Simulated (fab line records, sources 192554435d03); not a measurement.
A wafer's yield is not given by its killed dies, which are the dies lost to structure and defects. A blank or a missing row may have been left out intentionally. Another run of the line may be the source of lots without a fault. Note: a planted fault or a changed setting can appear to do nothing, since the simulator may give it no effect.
fab line records -- flow n5Finfet -- part 2 of 2: steps 19 to 28 of 28
record lots=5, wafers=15, lastDay=17
route steps=1938 shown FIN_SAQP@138 FIN_CUT@154
lots with no fault: from the same line, run without faults
startH: start of the lot's first displayed wafer, in hours after the record's first day -- waitH: hours from the lot's prior step to this one -- " unchanged from the row above -- L1.1+2: several wafers, shown together as one row -- - value missing, or start not given -- * or withheld: withheld -- < > ~ a bound
route shown NAME@n: names a module that has steps shown in the file, with the first one's number in the route -- usual: mean/standard deviation taken from wafers without a fault -- same: alike in all rows -- chamber/n: place in a boat -- sites: the reading at each site -- _std_site: standard deviation across them -- _edge_site: the outer-site mean with the inner-site mean subtracted -- radiusMm: for every site, how far away it sits from the centre of the wafer -- mask NAME#n: copy n -- behind: tool/chamber where the wafer was last shaped -- hold: cause of the lot's hold/its duration in hours/its outcome -- device: the n, p or np transistor that did not switch -- end of line: tests run on the same wafers once the route is complete -- for a step that has no rows: nothing shown but its recipe -- killed: at the first sort, the dies lost to defects and structure; wafer yield is something else -- map: the dies of a wafer, with x for killed, . for not killed, _ for no die there
set.NAME: the setting as run; set.NAME@STEP: as run at that earlier step -- model.NAME: the simulator's own value behind a step, which no gauge read
certain route steps with their lots: each step a table, each wafer a row
services: a tool's chamber out of use, with start hour (startH, from the record's first day; less than 0 if before it), hours out, and reason
## steps
# step N5_FIN_CUT_COAT_29
# recipe resist=underlayer, tempC=205, timeS=60, spinRpm=1500, resistThkNm=10
# usual chillPlateTempC=22.98/0.1, spinSpeedRpm=1500.1/1.1
lot.wafer,tool,chamber,startH,waitH,chillPlateTempC,spinSpeedRpm
L074.3,lithoTrack-04,0,-,-,23.03,1498.9
L074.4,lithoTrack-04,0,-,-,23.28,1499.9
L074.5,lithoTrack-04,0,-,-,23.13,1500.0
L081.1,lithoTrack-05,0,-,-,22.87,1499.8
L081.5,lithoTrack-05,0,-,-,22.92,1498.9
L081.6,lithoTrack-05,0,-,-,22.99,1497.9
L090.4,lithoTrack-03,0,-,-,22.88,1500.6
L090.5,lithoTrack-03,0,-,-,22.99,1500.2
L090.6,lithoTrack-03,0,-,-,22.93,1499.1
L093.2,lithoTrack-05,0,-,-,22.91,1500.1
L093.3,lithoTrack-05,0,-,-,22.92,1499.9
L093.6,lithoTrack-05,0,-,-,22.89,1499.2
L094.1,lithoTrack-03,0,-,-,22.92,1501.1
L094.2,lithoTrack-03,0,-,-,22.97,1500.8
L094.5,lithoTrack-03,0,-,-,22.92,1501.9
# step N5_FIN_CUT_COAT_02
# recipe resist=CAR-EUV, spinRpm=1500, resistThkNm=30
# usual chillPlateTempC=22.98/0.099, spinSpeedRpm=1500.1/1
lot.wafer,tool,chamber,startH,waitH,chillPlateTempC,spinSpeedRpm
L074.3,lithoTrack-04,0,-,-,22.99,1499.3
L074.4,lithoTrack-04,0,-,-,23.09,1500.6
L074.5,lithoTrack-04,0,-,-,22.94,1499.2
L081.1,lithoTrack-05,0,-,-,23.07,1500.8
L081.5,lithoTrack-05,0,-,-,22.99,1501.0
L081.6,lithoTrack-05,0,-,-,23.08,1500.0
L090.4,lithoTrack-03,0,-,-,22.86,1500.9
L090.5,lithoTrack-03,0,-,-,23.00,1501.3
L090.6,lithoTrack-03,0,-,-,22.96,1499.9
L093.2,lithoTrack-05,0,-,-,22.88,1500.8
L093.3,lithoTrack-05,0,-,-,22.87,1502.4
L093.6,lithoTrack-05,0,-,-,22.87,1499.6
L094.1,lithoTrack-03,0,-,-,22.94,1499.1
L094.2,lithoTrack-03,0,-,-,22.92,1501.4
L094.5,lithoTrack-03,0,-,-,22.93,1499.6
# step N5_FIN_CUT_EBR_04
# recipe solvent=PGMEA, ebrWidthMm=1.5
# usual chillPlateTempC=22.97/0.11
lot.wafer,tool,chamber,startH,waitH,chillPlateTempC
L074.3,lithoTrack-04,0,-,-,22.80
L074.4,lithoTrack-04,0,-,-,22.82
L074.5,lithoTrack-04,0,-,-,22.85
L081.1,lithoTrack-05,0,-,-,23.01
L081.5,lithoTrack-05,0,-,-,23.05
L081.6,lithoTrack-05,0,-,-,22.78
L090.4,lithoTrack-03,0,-,-,23.07
L090.5,lithoTrack-03,0,-,-,23.24
L090.6,lithoTrack-03,0,-,-,23.12
L093.2,lithoTrack-05,0,-,-,22.97
L093.3,lithoTrack-05,0,-,-,23.12
L093.6,lithoTrack-05,0,-,-,22.95
L094.1,lithoTrack-03,0,-,-,22.93
L094.2,lithoTrack-03,0,-,-,22.85
L094.5,lithoTrack-03,0,-,-,22.81
# step N5_FIN_CUT_SOFTBAKE_03
# recipe tempC=110, timeS=60, resist=CAR-EUV
# usual chillPlateTempC=23.03/0.097
lot.wafer,tool,chamber,startH,waitH,chillPlateTempC
L074.3,lithoTrack-04,0,-,-,22.74
L074.4,lithoTrack-04,0,-,-,22.97
L074.5,lithoTrack-04,0,-,-,22.90
L081.1,lithoTrack-05,0,-,-,23.02
L081.5,lithoTrack-05,0,-,-,23.13
L081.6,lithoTrack-05,0,-,-,23.05
L090.4,lithoTrack-03,0,-,-,23.02
L090.5,lithoTrack-03,0,-,-,23.07
L090.6,lithoTrack-03,0,-,-,22.92
L093.2,lithoTrack-05,0,-,-,23.11
L093.3,lithoTrack-05,0,-,-,23.00
L093.6,lithoTrack-05,0,-,-,23.07
L094.1,lithoTrack-03,0,-,-,23.05
L094.2,lithoTrack-03,0,-,-,22.96
L094.5,lithoTrack-03,0,-,-,23.01
# step N5_FIN_CUT_EXPOSE_05
# recipe maskId=FIN_CUT, na=0.33, sourceShape=annular, sigmaInner=0.35, sigmaOuter=0.8, polarization=unpolarized, doseMj=45.75
lot.wafer,tool,chamber,startH,waitH,mask
L074.3+4+5,euvScanner-02,0,27.63,-,FIN_CUT#0
L081.1+5+6,euvScanner-01,0,69.63,-,FIN_CUT#0
L090.4+5+6,euvScanner-01,0,123.70,-,FIN_CUT#0
L093.2+3+6,euvScanner-01,0,140.69,-,FIN_CUT#0
L094.1+2+5,euvScanner-02,0,147.42,-,FIN_CUT#0
# step N5_FIN_CUT_PEB_06
# recipe pebTempC=100, pebTimeS=60, resist=CAR-EUV
# usual chillPlateTempC=23.00/0.086
# same pebTimeS=60
lot.wafer,tool,chamber,startH,waitH,chillPlateTempC
L074.3,lithoTrack-04,0,27.68,0.0,23.12
L074.4,lithoTrack-04,0,27.68,0.0,23.11
L074.5,lithoTrack-04,0,27.68,0.0,23.02
L081.1,lithoTrack-05,0,69.70,0.1,22.94
L081.5,lithoTrack-05,0,69.70,0.1,22.79
L081.6,lithoTrack-05,0,69.70,0.1,23.00
L090.4,lithoTrack-04,0,123.75,0.0,23.00
L090.5,lithoTrack-04,0,123.75,0.0,23.12
L090.6,lithoTrack-04,0,123.75,0.0,23.03
L093.2,lithoTrack-03,0,140.75,0.1,23.06
L093.3,lithoTrack-03,0,140.75,0.1,22.80
L093.6,lithoTrack-03,0,140.75,0.1,22.91
L094.1,lithoTrack-05,0,147.49,0.1,22.91
L094.2,lithoTrack-05,0,147.49,0.1,22.97
L094.5,lithoTrack-05,0,147.49,0.1,22.99
# step N5_FIN_CUT_DEVELOP_07
# recipe developTimeS=30, developer=TMAH, resist=CAR-EUV, rinseLiquid=surfactantRinse, dry=airSpin, devTempC=23
# usual chillPlateTempC=23.02/0.11
lot.wafer,tool,chamber,startH,waitH,chillPlateTempC
L074.3,lithoTrack-04,0,-,-,22.99
L074.4,lithoTrack-04,0,-,-,22.97
L074.5,lithoTrack-04,0,-,-,22.87
L081.1,lithoTrack-05,0,-,-,23.18
L081.5,lithoTrack-05,0,-,-,23.00
L081.6,lithoTrack-05,0,-,-,23.04
L090.4,lithoTrack-04,0,-,-,22.91
L090.5,lithoTrack-04,0,-,-,22.90
L090.6,lithoTrack-04,0,-,-,22.87
L093.2,lithoTrack-03,0,-,-,23.03
L093.3,lithoTrack-03,0,-,-,22.99
L093.6,lithoTrack-03,0,-,-,23.09
L094.1,lithoTrack-05,0,-,-,23.18
L094.2,lithoTrack-05,0,-,-,23.21
L094.5,lithoTrack-05,0,-,-,23.01
# step N5_FIN_CUT_CD_MEAS_08
# recipe targetCdNm=29.1, landingEnergyEv=500, detector=seInlens, polarity=opening
# usual cdNm=29.13/0.22
lot.wafer,tool,chamber,startH,waitH,cdNm
L074.3,cdSem-02,0,27.75,-,28.97
L074.4,cdSem-02,0,27.75,-,28.87
L074.5,cdSem-02,0,27.75,-,29.28
L081.1,cdSem-01,0,69.76,-,29.33
L081.5,cdSem-01,0,69.76,-,29.49
L081.6,cdSem-01,0,69.76,-,29.11
L090.4,cdSem-01,0,123.81,-,28.95
L090.5,cdSem-01,0,123.81,-,28.96
L090.6,cdSem-01,0,123.81,-,28.74
L093.2,cdSem-01,0,140.82,-,29.11
L093.3,cdSem-01,0,140.82,-,29.01
L093.6,cdSem-01,0,140.82,-,29.41
L094.1,cdSem-02,0,147.56,-,28.85
L094.2,cdSem-02,0,147.56,-,29.09
L094.5,cdSem-02,0,147.56,-,29.51
# step N5_FIN_CUT_OVL_MEAS_09
# recipe pointsPerWafer=522
# usual FIN_CUT_OVL=-0.5/0.65
lot.wafer,tool,chamber,startH,waitH,FIN_CUT_OVL[nm]
L074.3,overlay-01,0,27.79,0.0,-1.3
L074.4,overlay-01,0,27.79,0.0,-0.9
L074.5,overlay-01,0,27.79,0.0,-0.4
L081.1,overlay-01,0,69.79,0.0,-0.3
L081.5,overlay-01,0,69.79,0.0,-1.4
L081.6,overlay-01,0,69.79,0.0,-0.3
L090.4,overlay-02,0,123.86,0.0,0.8
L090.5,overlay-02,0,123.86,0.0,0.5
L090.6,overlay-02,0,123.86,0.0,-0.6
L093.2,overlay-02,0,140.85,0.0,-1.9
L093.3,overlay-02,0,140.85,0.0,-1.6
L093.6,overlay-02,0,140.85,0.0,-1.8
L094.1,overlay-01,0,147.59,0.0,-0.5
L094.2,overlay-01,0,147.59,0.0,-0.3
L094.5,overlay-01,0,147.59,0.0,-0.2
# step N5_FIN_CUT_INSPECT_10
# recipe mode=adi, inspectInstrument=brightfield
# usual rawDefectCount=38/10
lot.wafer,tool,chamber,startH,waitH,rawDefectCount
L074.3,defectInspect-01,-,27.84,0.0,24
L074.4,defectInspect-01,-,27.84,0.0,19
L074.5,defectInspect-01,-,27.84,0.0,27
L081.1,defectInspect-01,-,69.85,0.1,35
L081.5,defectInspect-01,-,69.85,0.1,53
L081.6,defectInspect-01,-,69.85,0.1,47
L090.4,defectInspect-02,-,123.90,0.0,58
L090.5,defectInspect-02,-,123.90,0.0,44
L090.6,defectInspect-02,-,123.90,0.0,68
L093.2,defectInspect-02,-,140.91,0.0,37
L093.3,defectInspect-02,-,140.91,0.0,49
L093.6,defectInspect-02,-,140.91,0.0,39
L094.1,defectInspect-01,-,147.66,0.1,52
L094.2,defectInspect-01,-,147.66,0.1,31
L094.5,defectInspect-01,-,147.66,0.1,37
## services
tool,chamber,startH,hours,kind
euvScanner-01,-,2.47,17.3,pm
rieSi-05,2,3.31,2.9,repair
aldSin-03,3,9.43,9.6,repair
aldSin-04,3,10.99,12.9,repair
rieDiel-01,0,19.27,7.2,repair
euvScanner-02,-,19.77,1.0,pm
euvScanner-01,-,20.80,1.0,pm
euvScanner-01,-,30.11,5.8,pm
rieDiel-05,0,32.29,3.4,repair
rieSi-06,-,33.38,2.8,pm
euvScanner-01,-,58.66,4.6,pm
rieSi-06,3,59.87,8.1,repair
euvScanner-02,-,63.30,1.0,pm
euvScanner-02,-,64.31,4.6,pm
euvScanner-01,-,75.40,1.0,pm
rieDiel-01,3,79.02,4.8,repair
rieSi-06,-,80.65,14.6,pm
aldSin-03,-,85.41,14.0,pm
rieDiel-01,2,95.07,1.2,repair
rieSi-06,3,97.23,7.1,repair
rieDiel-04,1,104.65,18.0,repair
euvScanner-02,-,119.61,1.0,pm
euvScanner-01,-,131.55,1.0,pm
rieSi-01,0,142.98,1.6,repair
